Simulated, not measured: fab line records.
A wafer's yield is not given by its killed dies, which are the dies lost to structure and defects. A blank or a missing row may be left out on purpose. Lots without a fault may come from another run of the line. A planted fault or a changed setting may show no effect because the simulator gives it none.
Lot-split experiment | flow n5-finfet | 21 wafers read from 7 lots, route of 1938 steps

## ABOUT THE SPLIT
At N5_PASSIVATION_ETCH_54 (etches SiO2 in CHF3/O2, target depth 880 nm, time 440 s), the setting time-s was moved away from the recipe's 440 s on 5 of the 21 wafers read, by +7.7% to +20.4%. For the rest of the wafers, this setting stayed at what the recipe calls for.

The reading comes from the split's own step.

## THE READING
PASSIVATION.feature-depth-nm (the simulator's own value, which no gauge read), in nm, at N5_PASSIVATION_ETCH_54 (etches SiO2 in CHF3/O2, target depth 880 nm, time 440 s). There is no usual value for it anywhere in the file. The 16 wafers here that ran the recipe average 870.4 nm, standard deviation 24 nm.

wafer  | tool, chamber at the split | time-s as run, s | against the recipe | PASSIVATION.feature-depth-nm, nm | against lot-mates on the recipe
L075.1 | rie-diel-05, 1             | 440              | recipe             | 894.8                            | -
L075.3 | rie-diel-05, 3             | 440              | recipe             | 875.4                            | -
L075.6 | rie-diel-05, 2             | 440              | recipe             | 839.4                            | -
L077.3 | rie-diel-04, 2             | 440              | recipe             | 885                              | -
L077.4 | rie-diel-04, 3             | 480.8            | +9.3%              | 990.2                            | +105.2
L077.6 | rie-diel-04, 1             | 480.8            | +9.3%              | 967                              | +82.0
L082.4 | rie-diel-04, 0             | 440              | recipe             | 850                              | -
L082.5 | rie-diel-04, 1             | 440              | recipe             | 870.8                            | -
L082.6 | rie-diel-04, 2             | 529.6            | +20.4%             | 1070                             | +209.6
L089.2 | rie-diel-05, 3             | 440              | recipe             | 876                              | -
L089.4 | rie-diel-05, 2             | 440              | recipe             | 820                              | -
L089.6 | rie-diel-05, 2             | 440              | recipe             | 816.8                            | -
L092.2 | rie-diel-04, 1             | 477.8            | +8.6%              | 947.8                            | +67.5
L092.3 | rie-diel-04, 3             | 440              | recipe             | 884.2                            | -
L092.4 | rie-diel-04, 2             | 440              | recipe             | 876.4                            | -
L096.2 | rie-diel-05, 1             | 440              | recipe             | 885.8                            | -
L096.5 | rie-diel-05, 0             | 440              | recipe             | 892.8                            | -
L096.6 | rie-diel-05, 1             | 440              | recipe             | 889.4                            | -
L097.2 | rie-diel-04, 3             | 440              | recipe             | 882.4                            | -
L097.3 | rie-diel-04, 2             | 440              | recipe             | 888                              | -
L097.6 | rie-diel-04, 3             | 473.8            | +7.7%              | 960.2                            | +75.0

FIT RESULTS
A straight line over all 21 wafers: PASSIVATION.feature-depth-nm changes by +10.3 nm for each +1% of time-s; r = +0.92; the points scatter about the line by 23 nm.
The same after taking each lot's own level away (the mean of its wafers on the recipe; 21 wafers): +10 nm for each +1%; r = +0.96; scatter 16 nm.
On that fit, the largest move of time-s shifts the reading by 2e+02 nm.
From 837.60 to 889.33 nm: that is the span of the lots' own levels, equal to 2.1 times the standard deviation above.
Hence the lot-to-lot level has little effect on the slope; both slopes agree.
Check: for one of the wafers moved furthest among these (+20.4%), held out of the fit, the line's prediction against its lot-mates is +193 nm. Against them it came out at +210 nm.

## THE OTHER SPLITS THESE WAFERS WENT THROUGH
These wafers also went through other splits before the reading. Each is held against what the fit with the lots' levels taken away leaves over:
other split on the same wafers    | wafers away from the commonest value | r with PASSIVATION.feature-depth-nm (lot level and that fit taken away)
N5_BEOL_M15_ILD_DEP_00 time-s     | 8                                    | +0.17
N5_BEOL_M15_PEB_26 peb-temp-c     | 8                                    | +0.14
N5_BEOL_M15_TRENCH_ETCH_34 time-s | 5                                    | -0.19

## THE WHOLE CHAIN: every reading that the file lists as answering this split, in the file's order
step                   | what it does                                            | reading                                                                       | change (the file's fit)              | r (the file's)
N5_PASSIVATION_ETCH_54 | etches SiO2 in CHF3/O2, target depth 880 nm, time 440 s | etch.depth-nm (the simulator's own value, which no gauge read)                | +9.95 nm for each +1% of the setting | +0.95
N5_PASSIVATION_ETCH_54 | etches SiO2 in CHF3/O2, target depth 880 nm, time 440 s | PASSIVATION.feature-depth-nm (the simulator's own value, which no gauge read) | +9.95 nm for each +1% of the setting | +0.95

## THE FILE'S OWN FIT
PASSIVATION.feature-depth-nm changes by +9.95 nm for each +1% of time-s, r = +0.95.
